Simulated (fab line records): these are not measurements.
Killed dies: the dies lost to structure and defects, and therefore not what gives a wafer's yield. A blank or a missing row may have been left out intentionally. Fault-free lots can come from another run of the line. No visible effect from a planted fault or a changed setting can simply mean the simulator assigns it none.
Comparing a struck lot with a sound one	flow nand-harc	16 out of 1302 route steps
Sound: wafers L371.1, L371.3, L371.5. Wafers struck: L364.3, L364.4, L364.5. The cause is given at the end.
Order at every step that has rows: each side's tool, ch and its chambers, its first start. Under that, the readings that differ: sound wafers	struck wafers	difference of the means	sigmas: that difference in standard deviations of wafers without a fault.
alike: same words and numbers on both sides, and readings whose means sit less than 2 such deviations apart. not compared: any withheld reading, any reading some wafer has no value for, any bound like >300 that may hide the same value, and any number with overlapping values for which the record gives no deviation.
Wherever a step has rows on one side only, a row that says differs or no value, or a row with sigmas, the two part there. When numbers do not overlap yet have no deviation, they are printed without sigmas and do not part them. Lack of a reading on every wafer of one side parts them only where that side has two or more wafers.

NHARC_A_ONON_D2_THK_MEAS_11: measures by ellipsometry.
  sound: film-metro-01 at day 21 02:48; struck: film-metro-01 at day 17 04:38
  alike: thk-nm
following that, 1 step holds no rows for these wafers, namely NHARC_A_ONON_D2_DEP_12 (target thickness 1000 nm).
NHARC_A_ONON_D2_THK_MEAS_14: measures by ellipsometry.
  sound: film-metro-01 at day 21 03:22; struck: film-metro-01 at day 17 05:13
  alike: thk-nm
then, 2 steps without rows for these wafers: NHARC_A_ONON_D2_ANNEAL_15 (time 3600 s); NHARC_A_ONON_D2_DEP_16 (target thk 1000 nm).
NHARC_A_ONON_D2_THK_MEAS_18: measures by ellipsometry.
  sound: film-metro-02 at day 21 10:55; struck: film-metro-01 at day 17 12:34
  alike: thk-nm
following that, 1 step holds no rows for these wafers, namely NHARC_A_ONON_D2_DEP_19 (target thickness 1000 nm).
NHARC_A_ONON_D2_THK_MEAS_21: measures by ellipsometry.
  sound: film-metro-01 at day 21 11:28; struck: film-metro-01 at day 17 13:07
  alike: thk-nm
following that, 1 step holds no rows for these wafers, namely NHARC_A_ONON_D2_DEP_22 (target thickness 1000 nm).
NHARC_A_ONON_D2_THK_MEAS_24: measures by ellipsometry.
  sound: film-metro-02 at day 21 12:02; struck: film-metro-01 at day 17 13:41
  alike: thk-nm
following that, 1 step holds no rows for these wafers, namely NHARC_A_ONON_D2_DEP_25 (target thickness 1000 nm).
NHARC_A_ONON_D2_THK_MEAS_27: measures by ellipsometry.
  sound: film-metro-01 at day 21 12:37; struck: film-metro-02 at day 17 14:14
  alike: thk-nm
NHARC_A_ONON_D2_DEP_28: target thk 1000 nm.
  sound on pecvd-onon-03 ch 0, day 21 12:40; struck on pecvd-onon-03 ch 0, day 17 14:25
NHARC_A_ONON_D2_THK_MEAS_30: measures by ellipsometry.
  sound: film-metro-02 at day 21 13:10; struck: film-metro-02 at day 17 14:49
reading	sound	struck	difference	sigmas
thk-nm (nm)	1005 1006 1007	927 928 926	-79	-8
NHARC_A_ONON_D2_DEP_33: deposits SiO2, target thk 200 nm.
  sound on pecvd-03 ch 0,2, day 21 13:14; struck on pecvd-02 ch 0,1,2, day 17 14:58
  alike: heater-power-w, throttle-valve-pct
-- the record jumps here: 11 days lie between the struck wafers' starts before and after (it left off in module A_ONON_D2 and takes up again in module END, whose first step shown is number 1302 of the route) --
NHARC_END_SORT_01:
  sound on prober-02 ch 0, day 32 22:02; struck on prober-01 ch 0, day 28 20:04
  alike: killed-at-array, killed-at-other, killed-at-periphery, killed-dies, killed-open, killed-short

WHERE THEY PART
At NHARC_A_ONON_D2_THK_MEAS_30 and nowhere else, as far as this record goes. Later steps at which nothing parts them and some readings are alike: NHARC_A_ONON_D2_DEP_33, NHARC_END_SORT_01.

WHY: what had been put in by the simulator
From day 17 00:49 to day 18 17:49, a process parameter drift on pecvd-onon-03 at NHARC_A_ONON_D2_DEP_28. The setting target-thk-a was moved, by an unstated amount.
